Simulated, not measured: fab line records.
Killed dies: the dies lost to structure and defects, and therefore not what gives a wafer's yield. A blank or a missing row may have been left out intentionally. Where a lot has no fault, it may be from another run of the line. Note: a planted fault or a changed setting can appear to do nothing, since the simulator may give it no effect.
What tool caused it? :: flow nandHarc :: 14 lots with 42 wafers sampled at 4 steps, on a route of 1302 steps

## WHAT THE GAUGES SHOWED, per wafer
Not one reading of a measure or inspect step in the record can be checked against a usual standard deviation.

## EACH LOT AND THE TOOL THAT RAN IT (in order: tool; ch and the chambers of the sampled wafers; start)
lot: L565
NHARC_A_M1_DESCUM_14: rieDiel-02 ch 1,2,3, day 23 01:32
NHARC_A_M1_PVD_21: pvdSputter-01, day 23 03:20 or earlier
NHARC_A_M1_ANNEAL_31: rtpAnneal-02 ch 0, day 23 03:20
NHARC_A_M1_PRE_CLEAN_32: pecvd-03 ch 0,2, day 23 04:12

lot: L567
NHARC_A_M1_DESCUM_14: rieDiel-02 ch 0,3, day 23 12:41
NHARC_A_M1_PVD_21: pvdSputter-03, day 23 14:32 or earlier
NHARC_A_M1_ANNEAL_31: rtpAnneal-02 ch 0, day 23 14:32
NHARC_A_M1_PRE_CLEAN_32: pecvd-03 ch 0, day 23 15:32

lot: L566
NHARC_A_M1_DESCUM_14: rieDiel-03 ch 1,2, day 23 16:48
NHARC_A_M1_PVD_21: pvdSputter-02, day 23 18:38 or earlier
NHARC_A_M1_ANNEAL_31: rtpAnneal-01 ch 0, day 23 18:38
NHARC_A_M1_PRE_CLEAN_32: pecvd-02 ch 1,2, day 23 19:32

lot: L568
NHARC_A_M1_DESCUM_14: rieDiel-03 ch 1,2, day 24 04:11
NHARC_A_M1_PVD_21: pvdSputter-01, day 24 05:57 or earlier
NHARC_A_M1_ANNEAL_31: rtpAnneal-02 ch 0, day 24 05:57
NHARC_A_M1_PRE_CLEAN_32: pecvd-01 ch 0,1, day 24 07:09

lot: L570
NHARC_A_M1_DESCUM_14: rieDiel-03 ch 0,1,3, day 24 09:43
NHARC_A_M1_PVD_21: pvdSputter-03, day 24 11:31 or earlier
NHARC_A_M1_ANNEAL_31: rtpAnneal-02 ch 0, day 24 11:31
NHARC_A_M1_PRE_CLEAN_32: pecvd-03 ch 0,2, day 24 12:20

lot: L569
NHARC_A_M1_DESCUM_14: rieDiel-03 ch 0,2,3, day 24 11:00
NHARC_A_M1_PVD_21: pvdSputter-01, day 24 12:52 or earlier
NHARC_A_M1_ANNEAL_31: rtpAnneal-01 ch 0, day 24 12:52
NHARC_A_M1_PRE_CLEAN_32: pecvd-03 ch 1,2, day 24 13:43

lot: L571
NHARC_A_M1_DESCUM_14: rieDiel-03 ch 0,1,2, day 25 02:14
NHARC_A_M1_PVD_21: pvdSputter-03, day 25 04:00 or earlier
NHARC_A_M1_ANNEAL_31: rtpAnneal-01 ch 0, day 25 04:00
NHARC_A_M1_PRE_CLEAN_32: pecvd-03 ch 0,1, day 25 04:53

lot: L573
NHARC_A_M1_DESCUM_14: rieDiel-02 ch 0,1,2, day 26 02:59
NHARC_A_M1_PVD_21: pvdSputter-01, day 26 04:47 or earlier
NHARC_A_M1_ANNEAL_31: rtpAnneal-01 ch 0, day 26 04:47
NHARC_A_M1_PRE_CLEAN_32: pecvd-03 ch 0,2, day 26 05:37

lot: L572
NHARC_A_M1_DESCUM_14: rieDiel-03 ch 2,3, day 26 18:32
NHARC_A_M1_PVD_21: pvdSputter-01, day 26 20:16 or earlier
NHARC_A_M1_ANNEAL_31: rtpAnneal-01 ch 0, day 26 20:16
NHARC_A_M1_PRE_CLEAN_32: pecvd-01 ch 0,1,2, day 26 21:10

lot: L585
NHARC_A_M1_DESCUM_14: rieDiel-04 ch 0,2,3, day 30 23:40
NHARC_A_M1_PVD_21: pvdSputter-01, day 31 01:27 or earlier
NHARC_A_M1_ANNEAL_31: rtpAnneal-01, day 31 01:27
NHARC_A_M1_PRE_CLEAN_32: pecvd-02 ch 1,2, day 31 02:20

lot: L584
NHARC_A_M1_DESCUM_14: rieDiel-04 ch 0,1,3, day 31 01:22
NHARC_A_M1_PVD_21: pvdSputter-02, day 31 03:07 or earlier
NHARC_A_M1_ANNEAL_31: rtpAnneal-02, day 31 03:07
NHARC_A_M1_PRE_CLEAN_32: pecvd-02 ch 0,1, day 31 04:01

lot: L586
NHARC_A_M1_DESCUM_14: rieDiel-04 ch 0,1,3, day 31 16:47
NHARC_A_M1_PVD_21: pvdSputter-02, day 31 18:33 or earlier
NHARC_A_M1_ANNEAL_31: rtpAnneal-02 ch 0, day 31 18:33
NHARC_A_M1_PRE_CLEAN_32: pecvd-01 ch 0,1,2, day 31 19:28

lot: L587
NHARC_A_M1_DESCUM_14: rieDiel-03 ch 0,2, day 32 08:11
NHARC_A_M1_PVD_21: pvdSputter-02, day 32 09:59 or earlier
NHARC_A_M1_ANNEAL_31: rtpAnneal-01 ch 0, day 32 09:59
NHARC_A_M1_PRE_CLEAN_32: pecvd-01 ch 0,1,2, day 32 10:49

lot: L588
NHARC_A_M1_DESCUM_14: rieDiel-02 ch 1,2, day 33 07:43
NHARC_A_M1_PVD_21: pvdSputter-02, day 33 09:35 or earlier
NHARC_A_M1_ANNEAL_31: rtpAnneal-01 ch 0, day 33 09:35
NHARC_A_M1_PRE_CLEAN_32: pecvd-03 ch 0,2, day 33 10:22
- NHARC_A_M1_DESCUM_14: chemistry O2, time 3 s.
- NHARC_A_M1_PVD_21: deposits Cu, target thk 30 nm, time 20.49 s.
- NHARC_A_M1_ANNEAL_31: time 90 s.
- NHARC_A_M1_PRE_CLEAN_32: time 12 s.

## WHAT THE TOOLS THEMSELVES READ (means of the sampled wafers that have a number; where no wafer has one, the mark that the record gives instead)
NHARC_A_M1_DESCUM_14. Usual: chamberPressureMTorr 60.00 mTorr, standard deviation 0.052; drypumpMotorCurrentA 5.9 A, standard deviation 0.6; oesProductAu 1.001 a.u., standard deviation 0.011; rfVppV 57.9 V, standard deviation 0.96; showerheadPlenumPTorr 1.91 Torr, standard deviation 0.097; throttleValvePct 11.311 %, standard deviation 0.009.
lot: L565
tool: rieDiel-02
chamberPressureMTorr (mTorr): 60.03
drypumpMotorCurrentA (A): 5.7
oesProductAu (a.u.): 0.996
rfVppV (V): 58.3
showerheadPlenumPTorr (Torr): 1.96
throttleValvePct (%): 11.310
flag: 

lot: L567
tool: rieDiel-02
chamberPressureMTorr (mTorr): 59.99
drypumpMotorCurrentA (A): 5.7
oesProductAu (a.u.): 1.005
rfVppV (V): 56.4
showerheadPlenumPTorr (Torr): 1.86
throttleValvePct (%): 11.315
flag: 

lot: L566
tool: rieDiel-03
chamberPressureMTorr (mTorr): 60.07
drypumpMotorCurrentA (A): 5.6
oesProductAu (a.u.): 1.001
rfVppV (V): 57.9
showerheadPlenumPTorr (Torr): 1.87
throttleValvePct (%): 11.303
flag: 

lot: L568
tool: rieDiel-03
chamberPressureMTorr (mTorr): 60.04
drypumpMotorCurrentA (A): 5.6
oesProductAu (a.u.): 1.007
rfVppV (V): 58.0
showerheadPlenumPTorr (Torr): 1.87
throttleValvePct (%): 11.310
flag: 

lot: L570
tool: rieDiel-03
chamberPressureMTorr (mTorr): 59.99
drypumpMotorCurrentA (A): 6.0
oesProductAu (a.u.): 1.010
rfVppV (V): 57.4
showerheadPlenumPTorr (Torr): 1.93
throttleValvePct (%): 11.316
flag: 

lot: L569
tool: rieDiel-03
chamberPressureMTorr (mTorr): 59.97
drypumpMotorCurrentA (A): 5.6
oesProductAu (a.u.): 1.000
rfVppV (V): 57.2
showerheadPlenumPTorr (Torr): 1.91
throttleValvePct (%): 11.317
flag: 

lot: L571
tool: rieDiel-03
chamberPressureMTorr (mTorr): 60.01
drypumpMotorCurrentA (A): 5.7
oesProductAu (a.u.): 1.012
rfVppV (V): 58.2
showerheadPlenumPTorr (Torr): 1.86
throttleValvePct (%): 11.310
flag: 

lot: L573
tool: rieDiel-02
chamberPressureMTorr (mTorr): 60.04
drypumpMotorCurrentA (A): 6.2
oesProductAu (a.u.): 1.012
rfVppV (V): 57.6
showerheadPlenumPTorr (Torr): 1.86
throttleValvePct (%): 11.312
flag: 

lot: L572
tool: rieDiel-03
chamberPressureMTorr (mTorr): 60.04
drypumpMotorCurrentA (A): 5.4
oesProductAu (a.u.): 0.996
rfVppV (V): 57.7
showerheadPlenumPTorr (Torr): 1.93
throttleValvePct (%): 11.308
flag: 

lot: L585
tool: rieDiel-04
chamberPressureMTorr (mTorr): 59.99
drypumpMotorCurrentA (A): 6.2
oesProductAu (a.u.): 0.990
rfVppV (V): 57.8
showerheadPlenumPTorr (Torr): 1.91
throttleValvePct (%): 11.315
flag: 

lot: L584
tool: rieDiel-04
chamberPressureMTorr (mTorr): 59.99
drypumpMotorCurrentA (A): 6.2
oesProductAu (a.u.): 0.998
rfVppV (V): 58.7
showerheadPlenumPTorr (Torr): 1.92
throttleValvePct (%): 11.304
flag: 

lot: L586
tool: rieDiel-04
chamberPressureMTorr (mTorr): 60.03
drypumpMotorCurrentA (A): 6.2
oesProductAu (a.u.): 0.995
rfVppV (V): 58.4
showerheadPlenumPTorr (Torr): 1.92
throttleValvePct (%): 11.314
flag: 

lot: L587
tool: rieDiel-03
chamberPressureMTorr (mTorr): 59.98
drypumpMotorCurrentA (A): 5.6
oesProductAu (a.u.): 0.995
rfVppV (V): 56.8
showerheadPlenumPTorr (Torr): 1.83
throttleValvePct (%): 11.296
flag: 

lot: L588
tool: rieDiel-02
chamberPressureMTorr (mTorr): 59.96
drypumpMotorCurrentA (A): 6.1
oesProductAu (a.u.): 1.013
rfVppV (V): 57.4
showerheadPlenumPTorr (Torr): 1.94
throttleValvePct (%): 11.315
flag: 

NHARC_A_M1_PVD_21. Usual: 30.7 % for throttleValvePct, sd 1.1.
lot: L565
tool: pvdSputter-01
throttleValvePct (%): 30.3
flag: 

lot: L567
tool: pvdSputter-03
throttleValvePct (%): 29.3
flag: 

lot: L566
tool: pvdSputter-02
throttleValvePct (%): 31.0
flag: 

lot: L568
tool: pvdSputter-01
throttleValvePct (%): 30.6
flag: 

lot: L570
tool: pvdSputter-03
throttleValvePct (%): 29.8
flag: 

lot: L569
tool: pvdSputter-01
throttleValvePct (%): 31.0
flag: 

lot: L571
tool: pvdSputter-03
throttleValvePct (%): 29.9
flag: 

lot: L573
tool: pvdSputter-01
throttleValvePct (%): 30.8
flag: 

lot: L572
tool: pvdSputter-01
throttleValvePct (%): 31.2
flag: 

lot: L585
tool: pvdSputter-01
throttleValvePct (%): 30.6
flag: 

lot: L584
tool: pvdSputter-02
throttleValvePct (%): 30.9
flag: 

lot: L586
tool: pvdSputter-02
throttleValvePct (%): 31.0
flag: 

lot: L587
tool: pvdSputter-02
throttleValvePct (%): 31.7
flag: 

lot: L588
tool: pvdSputter-02
throttleValvePct (%): 31.0
flag: 

NHARC_A_M1_ANNEAL_31. Usual: annealTempC 224.98 C, standard deviation 0.15; annealTempCMax 225.86, standard deviation 0.27; wafer_temp_C_max 226.4, standard deviation 0.54.
lot: L565
tool: rtpAnneal-02
annealTempC (C): 224.95
annealTempCMax: 225.64
wafer_temp_C_max: 226.7
flag: 

lot: L567
tool: rtpAnneal-02
annealTempC (C): 224.93
annealTempCMax: 225.69
wafer_temp_C_max: 226.9
flag: 

lot: L566
tool: rtpAnneal-01
annealTempC (C): 225.10
annealTempCMax: 226.19
wafer_temp_C_max: 226.1
flag: 

lot: L568
tool: rtpAnneal-02
annealTempC (C): 224.80
annealTempCMax: 225.42
wafer_temp_C_max: 226.8
flag: 

lot: L570
tool: rtpAnneal-02
annealTempC (C): 224.98
annealTempCMax: 225.64
wafer_temp_C_max: 227.1
flag: 

lot: L569
tool: rtpAnneal-01
annealTempC (C): 225.09
annealTempCMax: 226.14
wafer_temp_C_max: 226.0
flag: 

lot: L571
tool: rtpAnneal-01
annealTempC (C): 225.17
annealTempCMax: 226.27
wafer_temp_C_max: 226.3
flag: 

lot: L573
tool: rtpAnneal-01
annealTempC (C): 224.98
annealTempCMax: 225.97
wafer_temp_C_max: 225.9
flag: 

lot: L572
tool: rtpAnneal-01
annealTempC (C): 224.92
annealTempCMax: 225.99
wafer_temp_C_max: 225.8
flag: 

lot: L585
tool: rtpAnneal-01
annealTempC (C): -
annealTempCMax: -
wafer_temp_C_max: -
flag: OFF

lot: L584
tool: rtpAnneal-02
annealTempC (C): -
annealTempCMax: -
wafer_temp_C_max: -
flag: OFF

lot: L586
tool: rtpAnneal-02
annealTempC (C): 225.04
annealTempCMax: 225.59
wafer_temp_C_max: 226.9
flag: 

lot: L587
tool: rtpAnneal-01
annealTempC (C): 224.94
annealTempCMax: 226.09
wafer_temp_C_max: 225.8
flag: 

lot: L588
tool: rtpAnneal-01
annealTempC (C): 224.95
annealTempCMax: 226.16
wafer_temp_C_max: 225.9
flag: 

NHARC_A_M1_PRE_CLEAN_32. Usual: 616 W for heaterPowerW, sd 85.
lot: L565
tool: pecvd-03
heaterPowerW (W): 597
flag: 

lot: L567
tool: pecvd-03
heaterPowerW (W): 571
flag: 

lot: L566
tool: pecvd-02
heaterPowerW (W): 627
flag: 

lot: L568
tool: pecvd-01
heaterPowerW (W): 627
flag: 

lot: L570
tool: pecvd-03
heaterPowerW (W): 707
flag: 

lot: L569
tool: pecvd-03
heaterPowerW (W): 639
flag: 

lot: L571
tool: pecvd-03
heaterPowerW (W): 614
flag: 

lot: L573
tool: pecvd-03
heaterPowerW (W): 680
flag: 

lot: L572
tool: pecvd-01
heaterPowerW (W): 638
flag: 

lot: L585
tool: pecvd-02
heaterPowerW (W): 614
flag: 

lot: L584
tool: pecvd-02
heaterPowerW (W): 655
flag: 

lot: L586
tool: pecvd-01
heaterPowerW (W): 622
flag: 

lot: L587
tool: pecvd-01
heaterPowerW (W): 627
flag: 

lot: L588
tool: pecvd-03
heaterPowerW (W): 624
flag: 

## THE ANSWER, worked out from the rows above alone
Rule: a lot counts as off when the mean over its wafers that have a number is more than 3 standard deviations away from the usual mean. Also off: a lot with no number at a reading for which 4 or more lots have one. All remaining lots with rows at the step are treated as sound. After the gauges, taken in route order, come the tools' own readings; for these a lot's mean is taken, as printed above. The first step at which some lot is off is used, and at that step the reading that is off furthest; a lot without a number counts as furthest.
Off: L585, L584 (NHARC_A_M1_ANNEAL_31, annealTempC). Without a number there: L585, L584.
If a tool, at that step or one of the process steps before it, ran each lot that is off and ran no sound lot following the first of them, it fits. NHARC_A_M1_PVD_21 gives no start for some lots, so the hours and the order of its lots are those of NHARC_A_M1_ANNEAL_31. No candidate that was tried fits.

## WHAT THE SIMULATOR HAD PUT IN
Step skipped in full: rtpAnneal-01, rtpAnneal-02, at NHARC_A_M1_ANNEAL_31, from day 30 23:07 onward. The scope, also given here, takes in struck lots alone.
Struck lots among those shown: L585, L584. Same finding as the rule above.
